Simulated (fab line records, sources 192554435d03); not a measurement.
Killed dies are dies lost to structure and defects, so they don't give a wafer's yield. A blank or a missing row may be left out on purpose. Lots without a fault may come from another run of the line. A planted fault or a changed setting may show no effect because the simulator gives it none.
Which tool did it? | flow n5_finfet | 11 lots, 33 wafers sampled, at 3 steps of a route of 1938

WHAT THE GAUGES READ, wafer by wafer
N5_BEOL_M11_CD_MEAS_18: pitch 140 nm, target cd 70 nm. Usual: cd_nm 70.0 nm, standard deviation 0.53.
lot  | measured     | on        | cd_nm (nm)     | flag
L794 | day 10 12:43 | cd_sem-02 | 70.3 70.2 70.1 |
L795 | day 10 18:35 | cd_sem-02 | 70.6 70.7 71.2 |
L797 | day 11 03:04 | cd_sem-02 | 71.0 70.2 70.2 |
L798 | day 11 12:02 | cd_sem-01 | 70.4 69.8 69.8 |
L803 | day 12 07:09 | cd_sem-03 | 70.0 70.3 70.7 |
L805 | day 13 08:44 | cd_sem-03 | 70.3 70.5 70.4 |
L810 | day 14 03:40 | cd_sem-02 | 69.4 69.0 69.2 |
L808 | day 14 06:56 | cd_sem-03 | 69.7 68.9 69.4 |
L814 | day 15 05:53 | cd_sem-02 | 70.1 70.0 69.7 |
L812 | day 15 06:05 | cd_sem-02 | 69.7 69.9 70.5 |
L817 | day 16 16:19 | cd_sem-03 | 70.0 69.6 69.6 |

WHICH TOOL RAN EACH LOT (tool, then ch and the chambers of the sampled wafers, then the start)
lot  | N5_BEOL_M11_ETCH_62                | N5_BEOL_M11_HM_OPEN_17
L794 | rie_diel-02 ch 0,2,3, day 10 12:16 | rie_metal-02 ch 0,1, day 10 12:27
L795 | rie_diel-02 ch 0,2, day 10 18:13   | rie_metal-03 ch 0,1, day 10 18:25
L797 | rie_diel-04 ch 0,2, day 11 02:43   | rie_metal-02 ch 0,1, day 11 02:53
L798 | rie_diel-03 ch 0,1,2, day 11 11:40 | rie_metal-03 ch 0,1, day 11 11:51
L803 | rie_diel-04 ch 0,1,2, day 12 06:45 | rie_metal-01 ch 0,1, day 12 06:56
L805 | rie_diel-04 ch 0,2, day 13 08:22   | rie_metal-03 ch 0,1, day 13 08:33
L810 | rie_diel-03 ch 1,2,3, day 14 03:17 | rie_metal-01 ch 0,1, day 14 03:29
L808 | rie_diel-04 ch 0,1, day 14 06:27   | rie_metal-01 ch 0, day 14 06:38
L814 | rie_diel-04 ch 0,1,2, day 15 05:23 | rie_metal-03 ch 1, day 15 05:34
L812 | rie_diel-04 ch 0,2,3, day 15 05:38 | rie_metal-02 ch 0,1, day 15 05:50
L817 | rie_diel-02 ch 0,1,3, day 16 15:56 | rie_metal-02 ch 0,1, day 16 16:08
- N5_BEOL_M11_ETCH_62: etches SOC in N2/H2, target depth 110 nm, overetch 22 nm, time 165 s.
- N5_BEOL_M11_HM_OPEN_17: chemistry Cl2/BCl3, target TiN, target depth 20 nm, overetch 6 nm.

WHAT THE TOOLS THEMSELVES READ (means of the sampled wafers that have a number; where no wafer has one, the mark that the record gives instead)
N5_BEOL_M11_ETCH_62. Usual: drypump_motor_current_A 5.8 A, standard deviation 0.39; oes_product_au 0.67 a.u., standard deviation 0.079; rf_vpp_V 522.7 V, standard deviation 2.6; showerhead_plenum_p_Torr 2.50 Torr, standard deviation 0.084; throttle_valve_pct 17.75 %, standard deviation 0.29.
lot  | tool        | drypump_motor_current_A (A) | oes_product_au (a.u.) | rf_vpp_V (V) | showerhead_plenum_p_Torr (Torr) | throttle_valve_pct (%) | flag
L794 | rie_diel-02 | 5.7                         | 0.72                  | 523.7        | 2.54                            | 17.58                  |
L795 | rie_diel-02 | 5.3                         | 0.72                  | 523.1        | 2.50                            | 17.52                  |
L797 | rie_diel-04 | 5.7                         | 0.72                  | 522.7        | 2.50                            | 17.82                  |
L798 | rie_diel-03 | 5.7                         | 0.67                  | 522.6        | 2.48                            | 17.78                  |
L803 | rie_diel-04 | 5.8                         | 0.65                  | 523.5        | 2.55                            | 17.87                  |
L805 | rie_diel-04 | 5.6                         | 0.63                  | 523.1        | 2.49                            | 18.02                  |
L810 | rie_diel-03 | 5.7                         | 0.66                  | 521.5        | 2.48                            | 17.81                  |
L808 | rie_diel-04 | 5.8                         | 0.58                  | 524.2        | 2.54                            | 18.07                  |
L814 | rie_diel-04 | 5.8                         | 0.73                  | 524.3        | 2.53                            | 17.78                  |
L812 | rie_diel-04 | 5.7                         | 0.79                  | 523.6        | 2.49                            | 17.71                  |
L817 | rie_diel-02 | 5.9                         | 0.63                  | 521.7        | 2.48                            | 17.70                  |

N5_BEOL_M11_HM_OPEN_17. Usual: drypump_motor_current_A 5.9 A, standard deviation 0.32; oes_product_au 0.67 a.u., standard deviation 0.079; throttle_valve_pct 22.00 %, standard deviation 0.12.
lot  | tool         | drypump_motor_current_A (A) | oes_product_au (a.u.) | throttle_valve_pct (%) | flag
L794 | rie_metal-02 | 6.2                         | 0.75                  | 21.86                  |
L795 | rie_metal-03 | 5.9                         | 0.63                  | 21.96                  |
L797 | rie_metal-02 | 6.2                         | 0.74                  | 21.86                  |
L798 | rie_metal-03 | 6.0                         | 0.59                  | 21.96                  |
L803 | rie_metal-01 | 5.5                         | 0.67                  | 22.09                  |
L805 | rie_metal-03 | 5.9                         | 0.61                  | 21.98                  |
L810 | rie_metal-01 | 5.5                         | 0.65                  | 22.12                  |
L808 | rie_metal-01 | 5.6                         | 0.71                  | 22.06                  |
L814 | rie_metal-03 | 5.8                         | 0.65                  | 21.98                  |
L812 | rie_metal-02 | 6.2                         | 0.70                  | 21.91                  |
L817 | rie_metal-02 | 6.2                         | 0.69                  | 21.91                  |

THE ANSWER, worked out from the rows above alone
Rule: a lot is off if the mean of its wafers that have a number lies more than 3 standard deviations from the usual mean. A lot without any number at a reading at which 4 lots or more have one is off too. The other lots that the step has rows for count as sound. The gauges are gone through in route order, then the tools' own readings, and for those a lot's mean is taken as printed above. The first step at which some lot is off is used, and at that step the reading that is off furthest; a lot without a number counts as furthest.
No lot is off at any reading shown: from this, nothing can be told.

WHAT THE SIMULATOR HAD PUT IN
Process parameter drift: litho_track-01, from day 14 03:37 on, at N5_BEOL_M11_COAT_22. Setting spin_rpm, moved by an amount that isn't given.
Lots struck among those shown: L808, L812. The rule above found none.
